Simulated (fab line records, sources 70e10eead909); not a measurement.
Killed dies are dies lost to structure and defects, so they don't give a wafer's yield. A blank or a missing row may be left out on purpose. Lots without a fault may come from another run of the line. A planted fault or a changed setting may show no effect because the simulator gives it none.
Chamber matching | flow nand_harc | NHARC_P_M1_PRE_CLEAN_32 on pecvd-04: 3 sister chambers
The step time 12 s. 3 wafers are shown with their chamber, then 11 later ones without.

WAFERS WITH THEIR CHAMBER
wafer  | chamber | heater_power_w (W)
L087.5 | 0       | 628
L087.6 | 1       | 630
L093.3 | 2       | 595

WAFERS WITHOUT THEIR CHAMBER
wafer  | heater_power_w (W)
L093.4 | 589
L093.5 | 577
L095.4 | 586
L095.5 | 671
L095.6 | 655
L096.1 | 610
L096.3 | 586
L096.6 | 619
L096.2 | 596
L096.4 | 591
L096.5 | 604

WHICH CHAMBER EACH WENT THROUGH
wafer  | from the rows above          | in truth
L093.4 | can't be placed: 2 or 0      | 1
L093.5 | can't be placed: 2 or 0      | 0
L095.4 | can't be placed: 2 or 0      | 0
L095.5 | can't be placed: 1 or 0      | 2
L095.6 | can't be placed: 1 or 0      | 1
L096.1 | can't be placed: 2 or 0 or 1 | 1
L096.3 | can't be placed: 2 or 0      | 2
L096.6 | can't be placed: 0 or 1 or 2 | 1
L096.2 | can't be placed: 2 or 0 or 1 | 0
L096.4 | can't be placed: 2 or 0      | 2
L096.5 | can't be placed: 2 or 0 or 1 | 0
Placed correctly: 0 of 11. Can't be placed from these rows: 11 (the true chamber is among the candidates in 9). Placed wrongly: 0.
How it was worked out, from the rows above alone: a wafer's distance from a chamber is the root of the sum, over the readings, of the square of ((its reading less the chamber's mean) divided by the reading's scatter). The wafer belongs to the nearest chamber; if the next one is less than 2 further off, it can't be placed. A chamber's mean is the mean of its shown wafers. The scatter: with one shown wafer a chamber, the root of the mean of the squares of how far each hidden wafer lies from its nearest shown one.
